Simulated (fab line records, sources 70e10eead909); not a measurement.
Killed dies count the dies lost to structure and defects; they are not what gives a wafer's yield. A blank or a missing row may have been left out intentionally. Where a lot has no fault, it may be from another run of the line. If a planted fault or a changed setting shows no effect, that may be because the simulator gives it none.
fab line records ; flow nand_harc
[record] lots = 6; wafers = 18; last_day = 31
route steps=1302 shown THIN_TSV@1283
lots that met no fault: taken from a fault-free run of the same line
start_h: hours from the record's opening day to when the first of the lot's shown wafers began ; wait_h: time in hours since the lot's previous step ; " identical to the entry in the row above ; L1.1+2: a single row standing in for several wafers ; - no value, or no start given ; * or withheld: withheld ; < > ~ a bound
route shown NAME@n: names a module that has steps shown in the file, with the first one's number in the route ; usual: mean/standard deviation taken from wafers without a fault ; same: alike in all rows ; chamber/n: place in a boat ; sites: the reading at each site ; _std_site: how widely they spread, as a standard deviation ; _edge_site: the outer-site mean with the inner-site mean subtracted ; radius_mm: how far each site lies from the wafer's centre ; mask NAME#n: copy n ; behind: the last tool/chamber to shape the wafer ; hold: what put the lot on hold/how long, in hours/how the hold closed ; device: whichever transistor did not switch (one of n, p or np) ; end of line: the tests these same wafers got at the end of their route ; a step given without rows: its recipe and nothing more ; killed: dies that structure and defects cost at the first sort, which is not the same as the wafer's yield ; map: shows each die of a wafer: x if killed, . if not, _ if none is there
set.NAME: the setting the step ran with; set.NAME@STEP: the setting that earlier step ran with ; model.NAME: the simulator's own value behind a step, which no gauge read
lots at some steps of the route; a table a step, a row a wafer
services: from which hour (start_h, from the record's first day; less than 0 if before it) a tool's chamber was out of use, for how many hours, and why
[[steps]]
[step NHARC_THIN_TSV_DEHYDRATE_25]
[recipe] temp_c = 150; time_s = 120
[step NHARC_THIN_TSV_HMDS_26]
[recipe] time_s = 30
[step NHARC_THIN_TSV_COAT_27]
[recipe] spin_rpm = *
[step NHARC_THIN_TSV_SOFTBAKE_28]
[recipe] temp_c = 122; time_s = 95
[step NHARC_THIN_TSV_EBR_29]
[step NHARC_THIN_TSV_EXPOSE_30]
[recipe] na = 0.55; dose_mj = 11.47; mask_id = PAD
[step NHARC_THIN_TSV_PEB_31]
[recipe] peb_temp_c = 118; peb_time_s = 85
[step NHARC_THIN_TSV_DEVELOP_32]
[recipe] time_s = 70
[step NHARC_THIN_TSV_CD_MEAS_33]
[recipe] target_cd_nm = 5000; landing_energy_ev = 500
[usual] cd_nm = 4999.6/2.2
lot.wafer;tool;chamber;start_h;wait_h;cd_nm
L463.2;cd_sem-01;0;595.75;-;5005.7
L463.4;cd_sem-01;0;595.75;-;5001.4
L463.6;cd_sem-01;0;595.75;-;5002.0
L465.1;cd_sem-03;0;598.06;-;5000.7
L465.3;cd_sem-03;0;598.06;-;4996.5
L465.4;cd_sem-03;0;598.06;-;4999.4
L472.4;cd_sem-01;0;675.87;-;4998.3
L472.5;cd_sem-01;0;675.87;-;5000.0
L472.6;cd_sem-01;0;675.87;-;5000.4
L476.2;cd_sem-01;0;707.76;-;4999.7
L476.4;cd_sem-01;0;707.76;-;4998.0
L476.6;cd_sem-01;0;707.76;-;5000.8
L479.2;cd_sem-01;0;719.39;-;4999.6
L479.3;cd_sem-01;0;719.39;-;5000.4
L479.4;cd_sem-01;0;719.39;-;4999.7
L480.2;cd_sem-03;0;732.68;-;4997.0
L480.4;cd_sem-03;0;732.68;-;5000.6
L480.5;cd_sem-03;0;732.68;-;5001.3
[step NHARC_THIN_TSV_HARDBAKE_34]
[recipe] temp_c = 125; time_s = 80
[step NHARC_THIN_TSV_DESCUM_35]
[recipe] time_s = 3; o2_flow_sccm = 200; ar_flow_sccm = 0; bias_power_w = 0; chemistry = O2
[usual] chamber_pressure_mTorr = 60.00/0.051; drypump_motor_current_A = 5.7/0.34; oes_product_au = 0.994/0.0079; rf_vpp_V = 57.9/0.91; showerhead_plenum_p_Torr = 1.94/0.08; throttle_valve_pct = 11.311/0.0093
lot.wafer;tool;chamber;start_h;wait_h;chamber_pressure_mTorr;drypump_motor_current_A;oes_product_au;rf_hours_counter_h;rf_vpp_V;showerhead_plenum_p_Torr;throttle_valve_pct
L463.2;rie_diel-11;1;595.91;-;60.01;5.5;1.006;8.2;59.1;1.95;11.309
L463.4;rie_diel-11;2;595.91;-;59.97;6.1;0.995;9.1;57.1;1.80;11.317
L463.6;rie_diel-11;1;595.91;-;60.07;5.5;1.003;-;58.7;1.95;11.322
L465.3;rie_diel-07;3;598.22;-;60.02;5.9;0.996;5.2;56.5;1.89;11.318
L465.4;rie_diel-07;0;598.22;-;59.94;6.4;1.000;6.0;56.4;1.92;11.318
L465.1;rie_diel-07;2;598.22;-;60.00;5.3;1.009;5.6;58.1;1.98;11.314
L472.4;rie_diel-10;0;676.09;-;60.02;5.3;0.981;-;57.4;1.83;11.319
L472.6;rie_diel-10;2;676.09;-;59.94;5.4;0.993;-;58.1;2.03;11.298
L472.5;rie_diel-10;0;676.09;-;60.05;5.2;0.995;-;56.9;1.83;11.304
L476.2;rie_diel-11;0;707.92;-;59.97;5.8;1.000;5.8;58.1;2.04;11.305
L476.4;rie_diel-11;1;707.92;-;59.97;5.5;0.989;5.8;57.9;1.95;11.292
L476.6;rie_diel-11;1;707.92;-;60.05;5.5;0.982;-;56.8;1.95;11.315
L479.4;rie_diel-11;3;719.55;-;59.99;6.0;1.000;6.4;57.1;1.86;11.310
L479.3;rie_diel-11;0;719.55;-;59.94;5.8;0.996;6.8;58.5;2.04;11.315
L479.2;rie_diel-11;1;719.55;-;60.12;5.5;0.996;6.8;57.7;1.95;11.316
L480.2;rie_diel-07;2;732.85;-;60.05;5.3;0.993;4.3;57.4;1.98;11.303
L480.4;rie_diel-07;3;732.85;-;60.10;6.0;0.997;4.6;56.7;1.89;11.318
L480.5;rie_diel-07;2;732.85;-;59.97;5.3;0.991;-;58.4;1.98;11.311
[step NHARC_THIN_TSV_ETCH_59]
[recipe] target_depth_a = 8800; icp_w = 900; bias_w = 100; Cl2_flow_sccm = 60; bcl3_flow_sccm = 30; time_s = 138.1; chemistry = Cl2/BCl3
[usual] chamber_pressure_mTorr = 10.000/0.0087; drypump_motor_current_A = 5.8/0.32; oes_product_au = 0.999/0.0097; run_length_s = 159.35/0.29; throttle_valve_pct = 22.265/0.0093
lot.wafer;tool;chamber;start_h;wait_h;chamber_pressure_mTorr;drypump_motor_current_A;oes_product_au;rf_hours_counter_h;run_length_s;throttle_valve_pct
L463.2;rie_metal-02;1;596.07;0.2;10.000;6.3;0.994;2.5;158.84;22.264
L463.4;rie_metal-02;0;596.07;0.2;10.005;5.6;0.993;-;159.17;22.272
L463.6;rie_metal-02;0;596.07;0.2;10.012;5.6;0.998;-;159.41;22.255
L465.1;rie_metal-03;1;598.34;0.1;10.020;5.7;0.998;1.5;159.15;22.273
L465.4;rie_metal-03;1;598.34;0.1;9.982;5.7;1.003;-;158.97;22.265
L465.3;rie_metal-03;0;598.34;0.1;9.992;5.4;0.994;-;159.50;22.261
L472.4;rie_metal-02;1;676.32;0.2;9.989;6.3;1.003;-;158.98;22.275
L472.5;rie_metal-02;1;676.32;0.2;9.980;6.3;1.005;-;159.53;22.269
L472.6;rie_metal-02;0;676.32;0.2;9.995;5.6;1.003;-;159.22;22.256
L476.2;rie_metal-02;0;708.08;0.2;9.990;5.6;1.005;0.8;159.61;22.250
L476.4;rie_metal-02;1;708.08;0.2;10.007;6.2;1.018;-;158.90;22.279
L476.6;rie_metal-02;0;708.08;0.2;10.006;5.6;1.004;-;159.47;22.267
L479.2;rie_metal-02;0;719.68;0.1;10.001;5.6;0.998;1.3;159.15;22.281
L479.3;rie_metal-02;0;719.68;0.1;10.002;5.6;1.007;-;159.60;22.276
L479.4;rie_metal-02;1;719.68;0.1;10.002;6.2;1.013;-;159.55;22.257
L480.2;rie_metal-02;1;732.96;0.1;10.018;6.2;1.026;1.6;159.37;22.280
L480.4;rie_metal-02;1;732.96;0.1;10.001;6.3;1.018;-;159.12;22.279
L480.5;rie_metal-02;1;732.96;0.1;9.983;6.3;1.023;-;159.36;22.272
[step NHARC_THIN_TSV_ETCH_36]
[recipe] target_depth_a = 650; over_etch_frac = 0.3; time_s = 18.571; ion_energy_ev = 150; chemistry = Cl2/BCl3
[usual] chamber_pressure_mTorr = 10.000/0.0084; drypump_motor_current_A = 5.8/0.32; oes_product_au = 0.995/0.0087; run_length_s = 39.77/0.25
lot.wafer;tool;chamber;start_h;wait_h;chamber_pressure_mTorr;drypump_motor_current_A;oes_product_au;rf_hours_counter_h;run_length_s
L463.2;rie_metal-02;0;596.30;0.2;10.002;5.6;1.009;2.7;39.57
L463.4;rie_metal-02;0;596.30;0.2;9.996;5.6;1.003;-;40.02
L463.6;rie_metal-02;0;596.30;0.2;9.989;5.6;0.998;-;39.57
L465.1;rie_metal-03;1;598.60;0.2;10.002;5.7;0.998;1.7;39.61
L465.4;rie_metal-03;1;598.60;0.2;9.999;5.7;0.996;-;39.68
L465.3;rie_metal-03;0;598.60;0.2;10.008;5.4;0.987;-;39.98
L472.4;rie_metal-02;0;676.57;0.2;9.998;5.6;0.996;-;39.56
L472.6;rie_metal-02;0;676.57;0.2;9.987;5.6;0.995;-;39.75
L472.5;rie_metal-02;1;676.57;0.2;9.991;6.3;0.994;-;39.59
L476.2;rie_metal-02;0;708.31;0.2;9.986;5.6;0.996;1.0;39.80
L476.4;rie_metal-02;1;708.31;0.2;10.004;6.3;1.007;-;39.83
L476.6;rie_metal-02;0;708.31;0.2;9.995;5.6;0.993;-;40.06
L479.2;rie_metal-02;1;719.94;0.2;10.003;6.3;1.006;1.4;39.69
L479.4;rie_metal-02;1;719.94;0.2;9.994;6.3;0.997;-;39.79
L479.3;rie_metal-02;0;719.94;0.2;10.002;5.6;0.998;-;35.71
L480.2;rie_metal-02;1;733.22;0.2;10.015;6.3;1.004;1.7;39.51
L480.4;rie_metal-02;1;733.22;0.2;10.002;6.3;1.012;-;39.37
L480.5;rie_metal-02;0;733.22;0.2;9.999;5.6;0.994;-;35.38
[step NHARC_THIN_TSV_STRIP_56]
[recipe] power_w = 1500; temp_c = 250; chemistry = O2
[usual] drypump_motor_current_A = 5.6/0.61; heater_power_w = 354/38
lot.wafer;tool;chamber;start_h;wait_h;drypump_motor_current_A;heater_power_w;rf_hours_counter_h
L463.2;plasma_asher-01;0;596.40;0.1;5.1;304;14
L463.4;plasma_asher-01;0;596.40;0.1;5.0;298;-
L463.6;plasma_asher-01;1;596.40;0.1;5.1;416;-
L465.1;plasma_asher-02;1;598.70;0.1;6.6;384;34
L465.3;plasma_asher-02;1;598.70;0.1;6.5;387;-
L465.4;plasma_asher-02;0;598.70;0.1;5.6;345;-
L472.4;plasma_asher-01;1;676.80;0.2;5.1;415;-
L472.5;plasma_asher-01;0;676.80;0.2;5.0;305;-
L472.6;plasma_asher-01;1;676.80;0.2;5.1;415;-
L476.2;plasma_asher-02;0;708.45;0.1;5.6;348;18
L476.4;plasma_asher-02;0;708.45;0.1;5.6;342;-
L476.6;plasma_asher-02;1;708.45;0.1;6.6;351;-
L479.2;plasma_asher-01;0;720.09;0.1;5.0;308;3
L479.3;plasma_asher-01;1;720.09;0.1;5.1;398;-
L479.4;plasma_asher-01;0;720.09;0.1;5.0;300;-
L480.2;plasma_asher-02;1;733.37;0.1;6.5;353;24
L480.4;plasma_asher-02;0;733.37;0.1;5.7;349;-
L480.5;plasma_asher-02;0;733.37;0.1;5.7;343;-
[[services]]
tool;chamber;start_h;hours;kind
rie_diel-11;0;588.50;-;clean
rie_diel-07;3;588.84;4.2;repair
rie_diel-10;-;596.97;9.0;pm
plasma_asher-02;-;603.00;9.0;pm
rie_diel-11;3;606.82;17.6;repair
rie_diel-11;-;609.50;9.0;pm
rie_diel-07;1;610.61;13.4;repair
plasma_asher-02;-;616.29;12.0;repair
rie_diel-07;3;630.05;4.0;repair
rie_metal-02;-;631.00;9.0;pm
rie_metal-02;0;631.00;9.0;vent_cycle
rie_metal-02;1;631.00;9.0;vent_cycle
rie_diel-11;2;632.22;15.2;repair
rie_metal-02;0;640.00;-;clean
rie_metal-02;1;640.00;-;clean
rie_diel-07;-;648.20;9.0;pm
rie_diel-10;1;665.18;12.1;repair
rie_diel-10;3;668.56;16.0;repair
rie_diel-10;-;687.81;0.8;repair
rie_diel-07;-;688.35;1.0;repair
rie_diel-11;1;695.33;2.5;repair
rie_metal-03;-;696.00;9.0;pm
plasma_asher-01;-;696.21;9.0;pm
rie_diel-11;-;709.85;0.3;repair
[[key]]
[first_sign] step = NHARC_THIN_TSV_ETCH_36; reading = run_length_s; direction = down; sigmas = 17; usual = *; struck = *
effect none on later readings
met_at NHARC_THIN_TSV_ETCH_36
struck_wafers L479.3,L480.5
sort_left_out L479.3,L480.5
onset_between 708.31 719.94
[fault] kind = process_parameter_drift; tool = rie_metal-02; chamber = 0; onset_h = 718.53; steps = NHARC_THIN_TSV_ETCH_36; channel = time_s; offset = *; shape = step; end_h = 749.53; acts_in = *; stated = *
// sort_left_out: the simulated sort isn't trusted on such a fault, so these wafers' sort isn't shown, and their yield isn't known
